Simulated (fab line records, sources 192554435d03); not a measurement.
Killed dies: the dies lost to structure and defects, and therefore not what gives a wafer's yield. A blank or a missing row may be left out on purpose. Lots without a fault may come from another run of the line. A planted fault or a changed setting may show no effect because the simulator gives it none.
fab line records | flow n5_finfet | part 1 of 2: steps 1 to 3 of 6
record: lots: 20 | wafers: 60 | last_day: 17
route steps=1938 shown STI_FIN_REVEAL@191 DUMMY_GATE@237 SPACER0@261
lots with no fault: from the same line, run without faults
start_h: start of the lot's first displayed wafer, in hours after the record's first day | wait_h: hours since the lot's step before | " identical to the entry in the row above | L1.1+2: a row that stands for several wafers | - no value present, or no start provided | * or withheld: withheld | < > ~ a bound
route shown NAME@n: names a module that has steps shown in the file, with the first one's number in the route | usual: average and standard deviation across the fault-free wafers | same: alike in all rows | chamber/n: place in a boat | sites: readings site by site | _std_site: the values' standard deviation | _edge_site: the outer-site mean with the inner-site mean subtracted | radius_mm: for every site, how far away it sits from the centre of the wafer | mask NAME#n: copy n | behind: the most recent tool/chamber to have shaped the wafer | hold: why the lot went on hold/how many hours it stayed there/how the hold came to an end | device: the transistor (n, p or np) that didn't switch | end of line: tests of these same wafers at the route's end | for a step that has no rows: nothing shown but its recipe | killed: count of dies lost to structure and defects at first sort (not the wafer's yield) | map: a wafer's dies, marking killed ones x, the rest . and places with no die _
set.NAME: the run value of the setting; set.NAME@STEP: its run value at that earlier step | model.NAME: the simulator's own value behind a step, which no gauge read
route steps across a sampled set of lots; one table per step, one row per wafer
services: from which hour (start_h, from the record's first day; less than 0 if before it) a tool's chamber was out of use, for how many hours, and why
== steps ==
step: N5_STI_FIN_REVEAL_STRIP_24
recipe: chemistry: N2/H2 | time_s: 90 | power_w: 100 | temp_c: 40 | pressure_mtorr: 100 | rf_frequency_hz: 6e+07 | bias_power_w: 3 | n2_flow_sccm: 300 | h2_flow_sccm: 300
usual: drypump_motor_current_A: 5.9/0.42 | oes_product_au: 0.80/0.094 | rf_vpp_V: 45.3/0.85 | showerhead_plenum_p_Torr: 3.40/0.12 | temp_c: 40.01/0.12 | throttle_valve_pct: 12.08/0.22
lot.wafer | tool        | chamber | start_h | wait_h | drypump_motor_current_A | oes_product_au | rf_hours_counter_h | rf_vpp_V | showerhead_plenum_p_Torr | temp_c | throttle_valve_pct
L074.2    | rie_diel-06 | 3       | 37.38   | 0.0    | 6.6                     | 0.73           | 173                | 44.2     | 3.24                     | 40.03  | 11.95
L074.3    | "           | 1       | "       | "      | 6.4                     | 0.96           | 10                 | 47.7     | 3.60                     | 40.02  | 11.94
L074.4    | "           | 2       | "       | "      | 5.7                     | 0.82           | -                  | 44.5     | 3.28                     | 40.03  | 12.09
L076.3    | rie_diel-06 | 1       | 47.05   | 0.0    | 6.4                     | 0.94           | 15                 | 45.6     | 3.59                     | 40.00  | 11.95
L076.5    | "           | 2       | "       | "      | 5.6                     | 0.82           | -                  | 44.7     | 3.27                     | 40.03  | 12.11
L076.6    | "           | 3       | "       | "      | 6.6                     | 0.72           | -                  | 45.2     | 3.23                     | 40.05  | 11.98
L077.2    | rie_diel-06 | 2       | 52.81   | 0.0    | 5.6                     | 0.82           | 104                | 43.8     | 3.27                     | 40.08  | 12.11
L077.3    | "           | 1       | "       | "      | 6.5                     | 0.94           | 17                 | 44.6     | 3.59                     | 40.04  | 11.94
L077.4    | "           | 1       | "       | "      | 6.5                     | 0.95           | -                  | 46.2     | 3.59                     | 39.87  | 11.95
L078.1    | rie_diel-06 | 2       | 59.06   | 0.0    | 5.6                     | 0.81           | 107                | 43.0     | 3.27                     | 39.96  | 12.13
L078.4    | "           | 2       | "       | "      | 5.6                     | 0.81           | -                  | 44.6     | 3.27                     | 39.79  | 12.11
L078.5    | "           | 1       | "       | "      | 6.4                     | 0.94           | -                  | 45.6     | 3.59                     | 40.05  | 11.95
L080.3    | rie_diel-06 | 1       | 70.64   | 0.0    | 6.4                     | 0.92           | 26                 | 43.8     | 3.59                     | 40.22  | 11.97
L080.4    | "           | 1       | "       | "      | 6.5                     | 0.93           | -                  | 45.8     | 3.59                     | 40.03  | 11.98
L080.5    | "           | 3       | "       | "      | 6.6                     | 0.72           | -                  | 46.2     | 3.23                     | 39.87  | 12.01
L082.1    | rie_diel-05 | 1       | 84.02   | 0.0    | 5.7                     | 0.78           | 99                 | 46.4     | 3.55                     | 39.93  | 11.92
L082.4    | "           | 0       | "       | "      | 5.1                     | 0.70           | 241                | 44.9     | 3.20                     | 40.01  | 12.66
L082.6    | "           | 2       | "       | "      | 5.8                     | 0.70           | -                  | 44.5     | 3.46                     | 39.86  | 12.11
L084.1    | rie_diel-04 | 0       | 94.94   | 0.0    | 5.5                     | 0.93           | 18                 | 45.6     | 3.44                     | 40.06  | 11.87
L084.2    | "           | 3       | "       | "      | 5.6                     | 0.70           | 233                | 44.9     | 3.46                     | 40.14  | 12.32
L084.6    | "           | 2       | "       | "      | 5.9                     | 0.84           | -                  | 45.1     | 3.43                     | 40.07  | 12.25
L085.3    | rie_diel-04 | 0       | 100.26  | 0.0    | 5.4                     | 0.93           | 20                 | 45.1     | 3.44                     | 40.00  | 11.86
L085.5    | "           | 2       | "       | "      | 5.9                     | 0.84           | -                  | 47.3     | 3.43                     | 40.07  | 12.27
L085.6    | "           | 3       | "       | "      | 5.6                     | 0.70           | -                  | 44.4     | 3.46                     | 40.12  | 12.31
L086.1    | rie_diel-05 | 0       | 107.20  | 0.0    | 5.1                     | 0.69           | 249                | 45.8     | 3.20                     | 40.25  | 12.68
L086.5    | "           | 1       | "       | "      | 5.6                     | 0.77           | -                  | 46.6     | 3.54                     | 40.17  | 11.95
L086.6    | "           | 0       | "       | "      | 5.1                     | 0.70           | -                  | 43.2     | 3.20                     | 40.25  | 12.69
L087.1    | rie_diel-04 | 3       | 110.66  | 0.0    | 5.6                     | 0.69           | 240                | 45.0     | 3.46                     | 40.14  | 12.33
L087.2    | "           | 2       | "       | "      | 6.0                     | 0.84           | 66                 | 47.1     | 3.43                     | 40.02  | 12.25
L087.3    | "           | 0       | "       | "      | 5.4                     | 0.91           | 26                 | 45.4     | 3.43                     | 39.95  | 11.89
L088.2    | rie_diel-04 | 1       | 117.58  | 0.0    | 6.0                     | 0.88           | 34                 | 46.2     | 3.44                     | 39.89  | 11.70
L088.5    | "           | 0       | "       | "      | 5.4                     | 0.91           | -                  | 46.3     | 3.43                     | 40.01  | 11.89
L088.6    | "           | 3       | "       | "      | 5.6                     | 0.69           | -                  | 45.5     | 3.46                     | 39.94  | 12.32
L089.1    | rie_diel-05 | 1       | 124.77  | 0.0    | 5.7                     | 0.77           | 115                | 45.2     | 3.54                     | 40.14  | 11.97
L089.4    | "           | 1       | "       | "      | 5.7                     | 0.76           | -                  | 45.9     | 3.54                     | 39.87  | 11.96
L089.6    | "           | 2       | "       | "      | 5.8                     | 0.99           | -                  | 44.2     | 3.46                     | 40.06  | 11.50
L090.2    | rie_diel-06 | 0       | 130.20  | 0.0    | 5.9                     | 0.77           | 137                | 45.3     | 3.38                     | 39.90  | 12.03
L090.3    | "           | 2       | "       | "      | 5.7                     | 0.79           | 140                | 44.1     | 3.25                     | 39.88  | 12.21
L090.6    | "           | 3       | "       | "      | 6.6                     | 0.69           | -                  | 44.6     | 3.21                     | 39.86  | 12.07
L091.1    | rie_diel-06 | 0       | 136.59  | 0.0    | 5.9                     | 0.75           | 139                | 44.6     | 3.38                     | 40.09  | 12.03
L091.2    | "           | 3       | "       | "      | 6.6                     | 0.70           | 218                | 44.8     | 3.21                     | 40.26  | 12.06
L091.3    | "           | 2       | "       | "      | 5.6                     | 0.78           | 142                | 44.4     | 3.25                     | 40.07  | 12.21
L092.2    | rie_diel-06 | 2       | 143.86  | 0.0    | 5.6                     | 0.78           | 144                | 45.9     | 3.25                     | 40.10  | 12.21
L092.4    | "           | 0       | "       | "      | 5.9                     | 0.75           | 142                | 47.0     | 3.38                     | 39.80  | 12.05
L092.5    | "           | 0       | "       | "      | 5.9                     | 0.74           | -                  | 45.7     | 3.38                     | 39.98  | 12.06
L093.1    | rie_diel-06 | 0       | 148.78  | 0.0    | 5.9                     | 0.74           | 143                | 45.3     | 3.38                     | 39.96  | 12.03
L093.5    | "           | 1       | "       | "      | 6.4                     | 0.88           | -                  | 44.5     | 3.57                     | 40.18  | 12.06
L093.6    | "           | 0       | "       | "      | 5.9                     | 0.75           | -                  | 46.4     | 3.38                     | 40.02  | 12.05
L094.1    | rie_diel-05 | 1       | 154.25  | 0.0    | 5.7                     | 0.75           | 128                | 44.8     | 3.53                     | 40.14  | 12.00
L094.3    | "           | 0       | "       | "      | 5.1                     | 0.93           | 7                  | 44.8     | 3.60                     | 40.01  | 12.09
L094.4    | "           | 2       | "       | "      | 5.8                     | 0.94           | 14                 | 45.6     | 3.45                     | 39.89  | 11.53
L095.2    | rie_diel-06 | 1       | 160.09  | 0.0    | 6.5                     | 0.86           | 62                 | 45.0     | 3.57                     | 39.79  | 12.07
L095.4    | "           | 2       | "       | "      | 5.6                     | 0.78           | 149                | 44.8     | 3.25                     | 40.04  | 12.22
L095.5    | "           | 3       | "       | "      | 6.6                     | 0.69           | -                  | 45.2     | 3.21                     | 39.90  | 12.10
L096.1    | rie_diel-04 | 2       | 165.76  | 0.0    | 5.9                     | 0.81           | 89                 | 45.7     | 3.41                     | 40.14  | 12.33
L096.3    | "           | 1       | "       | "      | 6.0                     | 0.86           | 55                 | 46.1     | 3.43                     | 40.09  | 11.75
L096.6    | "           | 3       | "       | "      | 5.6                     | 0.97           | -                  | 45.1     | 3.45                     | 39.80  | 11.71
L097.3    | rie_diel-06 | 3       | 171.45  | 0.0    | 6.6                     | 0.70           | 231                | 45.2     | 3.21                     | 39.99  | 12.10
L097.4    | "           | 1       | "       | "      | 6.4                     | 0.86           | 66                 | 45.9     | 3.56                     | 40.07  | 12.08
L097.6    | "           | 1       | "       | "      | 6.4                     | 0.86           | -                  | 45.4     | 3.56                     | 40.18  | 12.08
step: N5_STI_FIN_REVEAL_ETCH_34
recipe: chemistry: H2 | mode: isotropic | material: Si | target: Si | target_depth_a: 9.7 | temp_c: 20 | pressure_mtorr: 4.5 | icp_w: 300 | bias_w: 0 | h2_flow_sccm: 7.5 | he_flow_sccm: 142.5
usual: drypump_motor_current_A: 5.8/0.55 | he_flow_sccm: 142.5/0.45 | oes_product_au: 1.002/0.017 | temp_c: 20.00/0.1 | throttle_valve_pct: 25.62/0.23
lot.wafer | tool      | chamber | start_h | wait_h | drypump_motor_current_A | he_flow_sccm | oes_product_au | rf_hours_counter_h | temp_c | throttle_valve_pct
L074.2    | rie_si-06 | 2       | 39.91   | 0.3    | 4.6                     | 142.4        | 1.007          | 163                | 19.83  | 25.87
L074.3    | "         | 0       | "       | "      | 6.0                     | 143.2        | 0.982          | 154                | 20.03  | 26.01
L074.4    | "         | 3       | "       | "      | 5.9                     | 142.7        | 0.987          | 151                | 20.04  | 25.62
L076.3    | rie_si-05 | 0       | 49.35   | 0.1    | 5.0                     | 142.8        | 1.028          | 116                | 20.11  | 25.75
L076.5    | "         | 1       | "       | "      | 6.1                     | 142.1        | 0.991          | -                  | 19.89  | 25.76
L076.6    | "         | 0       | "       | "      | 5.0                     | 142.5        | 1.027          | -                  | 20.08  | 25.75
L077.2    | rie_si-05 | 3       | 55.16   | 0.2    | 6.5                     | 143.4        | 1.015          | 107                | 19.97  | 25.50
L077.3    | "         | 2       | "       | "      | 5.7                     | 142.5        | 0.992          | 0                  | 20.07  | 25.69
L077.4    | "         | 0       | "       | "      | 5.0                     | 142.9        | 1.042          | 116                | 20.14  | 25.75
L078.1    | rie_si-06 | 0       | 61.61   | 0.2    | 6.0                     | 142.7        | 0.976          | 154                | 19.99  | 26.00
L078.4    | "         | 2       | "       | "      | 4.6                     | 142.0        | 1.009          | 163                | 20.09  | 25.87
L078.5    | "         | 1       | "       | "      | 6.7                     | 142.7        | 0.988          | -                  | 20.02  | 25.27
L080.3    | rie_si-05 | 2       | 72.94   | 0.1    | 5.7                     | 142.2        | 0.984          | 1                  | 20.08  | 25.69
L080.4    | "         | 1       | "       | "      | 6.1                     | 142.5        | 1.006          | 113                | 20.01  | 25.75
L080.5    | "         | 2       | "       | "      | 5.7                     | 142.1        | 0.987          | -                  | 20.02  | 25.68
L082.1    | rie_si-05 | 3       | 86.33   | 0.2    | 6.4                     | 143.0        | 1.019          | 107                | 20.04  | 25.51
L082.4    | "         | 1       | "       | "      | 6.1                     | 142.1        | 0.996          | 113                | 19.93  | 25.75
L082.6    | "         | 0       | "       | "      | 5.0                     | 142.1        | 1.031          | -                  | 19.81  | 25.75
L084.1    | rie_si-05 | 0       | 97.26   | 0.2    | 5.0                     | 142.9        | 1.043          | 116                | 19.89  | 25.75
L084.2    | "         | 2       | "       | "      | 5.7                     | 142.8        | 0.981          | 1                  | 19.89  | 25.69
L084.6    | "         | 2       | "       | "      | 5.7                     | 142.1        | 0.993          | -                  | 19.93  | 25.69
L085.3    | rie_si-05 | 2       | 102.60  | 0.1    | 5.7                     | 142.0        | 0.992          | 2                  | 20.14  | 25.69
L085.5    | "         | 1       | "       | "      | 6.1                     | 142.7        | 0.999          | -                  | 19.97  | 25.75
L085.6    | "         | 2       | "       | "      | 5.7                     | 142.3        | 0.982          | -                  | 20.08  | 25.70
L086.1    | rie_si-03 | 0       | 109.53  | 0.2    | 6.2                     | 142.6        | 1.005          | 158                | 19.88  | 25.21
L086.5    | "         | 1       | "       | "      | 5.6                     | 141.8        | 1.003          | -                  | 20.04  | 25.75
L086.6    | "         | 0       | "       | "      | 6.2                     | 142.5        | 1.008          | -                  | 19.90  | 25.20
L087.1    | rie_si-03 | 0       | 113.00  | 0.2    | 6.2                     | 142.9        | 1.001          | 158                | 19.87  | 25.18
L087.2    | "         | 3       | "       | "      | 5.7                     | 142.6        | 1.021          | 132                | 20.04  | 25.70
L087.3    | "         | 1       | "       | "      | 5.6                     | 142.5        | 1.010          | 149                | 19.95  | 25.74
L088.2    | rie_si-03 | 2       | 119.91  | 0.1    | 5.6                     | 141.8        | 0.988          | 53                 | 20.09  | 25.27
L088.5    | "         | 1       | "       | "      | 5.6                     | 142.4        | 1.010          | -                  | 19.88  | 25.74
L088.6    | "         | 0       | "       | "      | 6.3                     | 142.8        | 1.005          | -                  | 19.96  | 25.20
L089.1    | rie_si-05 | 1       | 127.08  | 0.2    | 6.1                     | 142.3        | 1.000          | 114                | 19.88  | 25.76
L089.4    | "         | 3       | "       | "      | 6.4                     | 142.0        | 1.006          | 108                | 20.10  | 25.49
L089.6    | "         | 3       | "       | "      | 6.4                     | 143.2        | 0.998          | -                  | 20.14  | 25.50
L090.2    | rie_si-06 | 3       | 132.53  | 0.1    | 6.0                     | 142.0        | 0.989          | 152                | 19.95  | 25.62
L090.3    | "         | 1       | "       | "      | 6.7                     | 142.5        | 0.985          | 23                 | 19.97  | 25.29
L090.6    | "         | 2       | "       | "      | 4.6                     | 142.2        | 1.004          | -                  | 19.82  | 25.84
L091.1    | rie_si-03 | 3       | 138.95  | 0.2    | 5.7                     | 142.0        | 1.039          | 132                | 20.01  | 25.70
L091.2    | "         | 0       | "       | "      | 6.3                     | 142.8        | 1.006          | 159                | 20.02  | 25.19
L091.3    | "         | 3       | "       | "      | 5.7                     | 141.9        | 1.038          | -                  | 20.02  | 25.69
L092.2    | rie_si-05 | 1       | 146.19  | 0.1    | 6.1                     | 142.8        | 0.982          | 114                | 19.92  | 25.76
L092.4    | "         | 0       | "       | "      | 5.0                     | 143.5        | 1.031          | 117                | 19.98  | 25.78
L092.5    | "         | 1       | "       | "      | 6.1                     | 142.5        | 0.996          | -                  | 19.87  | 25.75
L093.1    | rie_si-05 | 2       | 151.11  | 0.2    | 5.7                     | 142.2        | 0.992          | 3                  | 20.06  | 25.70
L093.5    | "         | 2       | "       | "      | 5.7                     | 142.0        | 0.996          | -                  | 20.16  | 25.70
L093.6    | "         | 1       | "       | "      | 6.1                     | 142.0        | 1.000          | -                  | 19.98  | 25.74
L094.1    | rie_si-03 | 0       | 156.56  | 0.2    | 6.2                     | 142.6        | 0.993          | 159                | 19.99  | 25.20
L094.3    | "         | 1       | "       | "      | 5.6                     | 142.4        | 1.004          | 149                | 20.06  | 25.76
L094.4    | "         | 2       | "       | "      | 5.5                     | 142.7        | 0.988          | 53                 | 19.91  | 25.30
L095.2    | rie_si-05 | 1       | 162.65  | 0.1    | 6.1                     | 142.5        | 0.996          | 115                | 19.95  | 25.75
L095.4    | "         | 3       | "       | "      | 6.4                     | 142.2        | 1.016          | 109                | 20.06  | 25.49
L095.5    | "         | 3       | "       | "      | 6.5                     | 142.4        | 1.014          | -                  | 20.09  | 25.48
L096.1    | rie_si-03 | 3       | 168.10  | 0.2    | 5.7                     | 142.6        | 1.020          | 133                | 20.21  | 25.70
L096.3    | "         | 0       | "       | "      | 6.2                     | 143.2        | 0.994          | 159                | 20.02  | 25.22
L096.6    | "         | 3       | "       | "      | 5.7                     | 143.0        | 1.018          | -                  | 20.05  | 25.67
L097.3    | rie_si-05 | 3       | 173.78  | 0.1    | 6.4                     | 142.7        | 1.006          | 109                | 20.09  | 25.50
L097.4    | "         | 1       | "       | "      | 6.1                     | 142.2        | 0.994          | 115                | 20.02  | 25.75
L097.6    | "         | 3       | "       | "      | 6.4                     | 142.2        | 1.000          | -                  | 19.98  | 25.49
step: N5_DUMMY_GATE_ETCH_37
recipe: chemistry: N2/H2 | target: SOC | target_depth_a: 600 | overetch_a: 300 | temp_c: 40 | ion_energy_ev: 200 | pressure_mtorr: 30 | source_w: 840 | bias_w: 150 | n2_flow_sccm: 200 | h2_flow_sccm: 200
usual: drypump_motor_current_A: 5.6/0.52 | oes_product_au: 0.64/0.067 | rf_vpp_V: 525.0/2.3 | showerhead_plenum_p_Torr: 2.58/0.081 | temp_c: 39.99/0.11 | throttle_valve_pct: 17.72/0.21
lot.wafer | tool        | chamber | start_h | wait_h | drypump_motor_current_A | oes_product_au | rf_hours_counter_h | rf_vpp_V | showerhead_plenum_p_Torr | temp_c | throttle_valve_pct
L074.2    | rie_diel-03 | 0       | 51.75   | 0.0    | 5.7                     | 0.55           | 238                | 521.6    | 2.51                     | 39.92  | 17.65
L074.3    | "           | 1       | "       | "      | 6.6                     | 0.61           | 157                | 527.4    | 2.64                     | 39.85  | 17.78
L074.4    | "           | 0       | "       | "      | 5.7                     | 0.55           | -                  | 523.5    | 2.51                     | 39.89  | 17.62
L076.3    | rie_diel-01 | 0       | 59.79   | 0.0    | 5.8                     | 0.72           | 12                 | 528.9    | 2.70                     | 40.05  | 17.73
L076.5    | "           | 0       | "       | "      | 5.8                     | 0.73           | -                  | 527.5    | 2.70                     | 40.05  | 17.73
L076.6    | "           | 3       | "       | "      | 5.5                     | 0.76           | -                  | 527.6    | 2.60                     | 39.87  | 17.57
L077.2    | rie_diel-02 | 3       | 65.01   | 0.0    | 4.9                     | 0.57           | 201                | 527.4    | 2.62                     | 39.80  | 17.86
L077.3    | "           | 0       | "       | "      | 6.1                     | 0.63           | 110                | 526.4    | 2.68                     | 40.21  | 17.53
L077.4    | "           | 1       | "       | "      | 5.8                     | 0.56           | 205                | 524.1    | 2.52                     | 39.92  | 18.16
L078.1    | rie_diel-02 | 2       | 71.91   | 0.0    | 5.1                     | 0.67           | 51                 | 524.0    | 2.48                     | 39.91  | 17.74
L078.4    | "           | 1       | "       | "      | 5.9                     | 0.56           | 207                | 523.0    | 2.52                     | 40.09  | 18.16
L078.5    | "           | 1       | "       | "      | 5.8                     | 0.56           | -                  | 522.6    | 2.52                     | 40.11  | 18.15
L080.3    | rie_diel-03 | 3       | 83.38   | 0.0    | 5.8                     | 0.55           | 254                | 525.2    | 2.60                     | 40.07  | 18.09
L080.4    | "           | 0       | "       | "      | 5.7                     | 0.55           | -                  | 523.5    | 2.51                     | 39.89  | 17.68
L080.5    | "           | 3       | "       | "      | 5.7                     | 0.54           | -                  | 525.2    | 2.60                     | 40.15  | 18.06
L082.1    | rie_diel-03 | 2       | 95.85   | 0.0    | 6.4                     | 0.74           | 10                 | 528.5    | 2.73                     | 40.05  | 17.62
L082.4    | "           | 0       | "       | "      | 5.7                     | 0.54           | -                  | 523.2    | 2.50                     | 39.99  | 17.68
L082.6    | "           | 1       | "       | "      | 6.6                     | 0.60           | -                  | 526.1    | 2.64                     | 40.12  | 17.80
L084.1    | rie_diel-02 | 1       | 106.88  | 0.0    | 5.9                     | 0.56           | 218                | 521.5    | 2.51                     | 40.09  | 18.19
L084.2    | "           | 2       | "       | "      | 5.1                     | 0.66           | 63                 | 522.0    | 2.47                     | 39.69  | 17.76
L084.6    | "           | 3       | "       | "      | 4.9                     | 0.56           | -                  | 525.5    | 2.62                     | 39.98  | 17.86
L085.3    | rie_diel-02 | 1       | 112.27  | 0.0    | 5.8                     | 0.56           | 218                | 523.7    | 2.51                     | 39.98  | 18.17
L085.5    | "           | 3       | "       | "      | 4.9                     | 0.56           | -                  | 525.7    | 2.62                     | 39.91  | 17.86
L085.6    | "           | 2       | "       | "      | 5.1                     | 0.66           | -                  | 521.9    | 2.47                     | 40.17  | 17.74
L086.1    | rie_diel-01 | 1       | 122.58  | 0.0    | 5.7                     | 0.63           | 118                | 524.0    | 2.56                     | 40.00  | 17.73
L086.5    | "           | 3       | "       | "      | 5.5                     | 0.71           | -                  | 525.6    | 2.59                     | 39.71  | 17.61
L086.6    | "           | 2       | "       | "      | 4.9                     | 0.67           | -                  | 522.7    | 2.47                     | 40.10  | 17.39
L087.1    | rie_diel-02 | 1       | 126.47  | 0.0    | 5.8                     | 0.56           | 223                | 522.3    | 2.51                     | 39.98  | 18.20
L087.2    | "           | 2       | "       | "      | 5.1                     | 0.65           | 68                 | 522.0    | 2.47                     | 39.88  | 17.77
L087.3    | "           | 0       | "       | "      | 6.1                     | 0.62           | 128                | 526.1    | 2.67                     | 39.97  | 17.57
L088.2    | rie_diel-02 | 0       | 135.09  | 0.0    | 6.1                     | 0.62           | 131                | 527.2    | 2.67                     | 40.05  | 17.56
L088.5    | "           | 2       | "       | "      | 5.1                     | 0.65           | -                  | 520.0    | 2.47                     | 40.07  | 17.77
L088.6    | "           | 3       | "       | "      | 4.9                     | 0.55           | -                  | 526.4    | 2.61                     | 40.04  | 17.88
L089.1    | rie_diel-03 | 0       | 137.91  | 0.0    | 5.7                     | 0.77           | 6                  | 522.8    | 2.50                     | 40.08  | 17.25
L089.4    | "           | 1       | "       | "      | 6.6                     | 0.58           | 187                | 526.1    | 2.63                     | 40.18  | 17.83
L089.6    | "           | 2       | "       | "      | 6.4                     | 0.71           | -                  | 528.6    | 2.72                     | 39.95  | 17.65
L090.2    | rie_diel-01 | 2       | 142.53  | 0.0    | 4.9                     | 0.67           | 69                 | 521.9    | 2.47                     | 39.83  | 17.40
L090.3    | "           | 0       | "       | "      | 5.8                     | 0.68           | 38                 | 527.5    | 2.69                     | 39.95  | 17.78
L090.6    | "           | 0       | "       | "      | 5.8                     | 0.68           | -                  | 528.0    | 2.69                     | 39.87  | 17.79
L091.1    | rie_diel-02 | 0       | 148.87  | 0.0    | 6.1                     | 0.61           | 135                | 525.7    | 2.67                     | 39.99  | 17.59
L091.2    | "           | 3       | "       | "      | 4.9                     | 0.55           | 226                | 525.6    | 2.61                     | 39.95  | 17.90
L091.3    | "           | 1       | "       | "      | 5.8                     | 0.55           | 232                | 521.5    | 2.51                     | 40.11  | 18.20
L092.2    | rie_diel-01 | 0       | 159.70  | 0.0    | 5.8                     | 0.67           | 43                 | 528.1    | 2.69                     | 40.05  | 17.78
L092.4    | "           | 3       | "       | "      | 5.5                     | 0.71           | 30                 | 525.0    | 2.59                     | 39.97  | 17.62
L092.5    | "           | 3       | "       | "      | 5.5                     | 0.70           | -                  | 525.2    | 2.59                     | 40.08  | 17.60
L093.1    | rie_diel-03 | 1       | 162.76  | 0.0    | 6.6                     | 0.58           | 195                | 525.5    | 2.63                     | 40.13  | 17.85
L093.5    | "           | 0       | "       | "      | 5.7                     | 0.75           | -                  | 522.9    | 2.50                     | 39.84  | 17.26
L093.6    | "           | 1       | "       | "      | 6.6                     | 0.58           | -                  | 526.5    | 2.63                     | 40.05  | 17.86
L094.1    | rie_diel-02 | 0       | 169.67  | 0.0    | 6.1                     | 0.60           | 140                | 526.0    | 2.66                     | 39.95  | 17.60
L094.3    | "           | 1       | "       | "      | 5.8                     | 0.55           | 238                | 522.7    | 2.50                     | 39.82  | 18.21
L094.4    | "           | 2       | "       | "      | 5.1                     | 0.64           | 84                 | 521.5    | 2.47                     | 39.85  | 17.79
L095.2    | rie_diel-01 | 0       | 172.24  | 0.0    | 5.8                     | 0.67           | 47                 | 528.8    | 2.69                     | 39.89  | 17.79
L095.4    | "           | 3       | "       | "      | 5.5                     | 0.70           | 33                 | 523.9    | 2.59                     | 39.93  | 17.63
L095.5    | "           | 1       | "       | "      | 5.7                     | 0.62           | -                  | 524.7    | 2.56                     | 40.12  | 17.75
L096.1    | rie_diel-01 | 1       | 181.40  | 0.0    | 5.7                     | 0.62           | 136                | 521.8    | 2.56                     | 40.18  | 17.76
L096.3    | "           | 3       | "       | "      | 5.5                     | 0.70           | 36                 | 525.6    | 2.59                     | 39.81  | 17.65
L096.6    | "           | 2       | "       | "      | 4.8                     | 0.65           | -                  | 522.5    | 2.47                     | 40.26  | 17.44
L097.3    | rie_diel-03 | 0       | 183.34  | 0.0    | 5.7                     | 0.75           | 19                 | 522.2    | 2.49                     | 39.97  | 17.26
L097.4    | "           | 1       | "       | "      | 6.6                     | 0.58           | 201                | 527.2    | 2.62                     | 39.88  | 17.86
L097.6    | "           | 1       | "       | "      | 6.6                     | 0.58           | -                  | 526.2    | 2.62                     | 40.01  | 17.86
